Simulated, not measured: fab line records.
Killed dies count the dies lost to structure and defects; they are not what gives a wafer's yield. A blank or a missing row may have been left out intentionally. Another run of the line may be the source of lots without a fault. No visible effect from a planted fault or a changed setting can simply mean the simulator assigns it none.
Matching of chambers + flow nand_harc + NHARC_P_GATE_ETCH_32 on rie_si-01 has 4 sister chambers
The step etches the open film in HBr/Cl2, target depth 150 nm, time 100.1 s. 8 wafers are shown with their chamber, then 7 later ones without.

## WAFERS PAIRED WITH THEIR CHAMBERS
| wafer  | chamber | drypump_motor_current_A (A) | he_backside_leak_sccm (sccm) |
|--------|---------|-----------------------------|------------------------------|
| L157.6 | 1       | 5.3                         | 2.49                         |
| L161.5 | 1       | 5.3                         | 2.43                         |
| L161.6 | 2       | 5.6                         | 2.71                         |
| L171.2 | 0       | 5.8                         | 2.56                         |
| L171.4 | 3       | 6.5                         | 2.38                         |
| L171.6 | 2       | 5.6                         | 2.72                         |
| L173.2 | 3       | 6.5                         | 2.57                         |
| L173.4 | 0       | 5.9                         | 2.37                         |

## WAFERS WHOSE CHAMBER IS MISSING
| wafer  | drypump_motor_current_A (A) | he_backside_leak_sccm (sccm) |
|--------|-----------------------------|------------------------------|
| L173.6 | 5.5                         | 2.72                         |
| L174.1 | 6.5                         | 2.58                         |
| L174.3 | 5.3                         | 2.44                         |
| L174.6 | 5.3                         | 2.24                         |
| L175.1 | 5.9                         | 2.30                         |
| L175.4 | 5.6                         | 2.71                         |
| L175.5 | 5.6                         | 2.83                         |

## WHICH CHAMBER EACH WENT THROUGH
| wafer  | from the rows above | in truth |
|--------|---------------------|----------|
| L173.6 | 2                   | 2        |
| L174.1 | 3                   | 3        |
| L174.3 | 1                   | 1        |
| L174.6 | 1                   | 1        |
| L175.1 | 0                   | 0        |
| L175.4 | 2                   | 2        |
| L175.5 | 2                   | 2        |
Correct placement for 7 of the 7. Left unplaced by these rows: 0. Wrongly placed: 0.
How it was worked out, from the rows above alone: a wafer's distance from a chamber is the root of the sum, over the readings, of the square of ((its reading less the chamber's mean) divided by the reading's scatter). If the next closest chamber is less than 2 further off than the closest, the wafer can't be placed; otherwise it belongs to the closest. The mean given for a chamber averages the wafers shown for that chamber. The scatter is the square root of a quotient: the sum, over the shown wafers, of each reading's squared deviation from its chamber's mean, divided by wafers minus chambers.
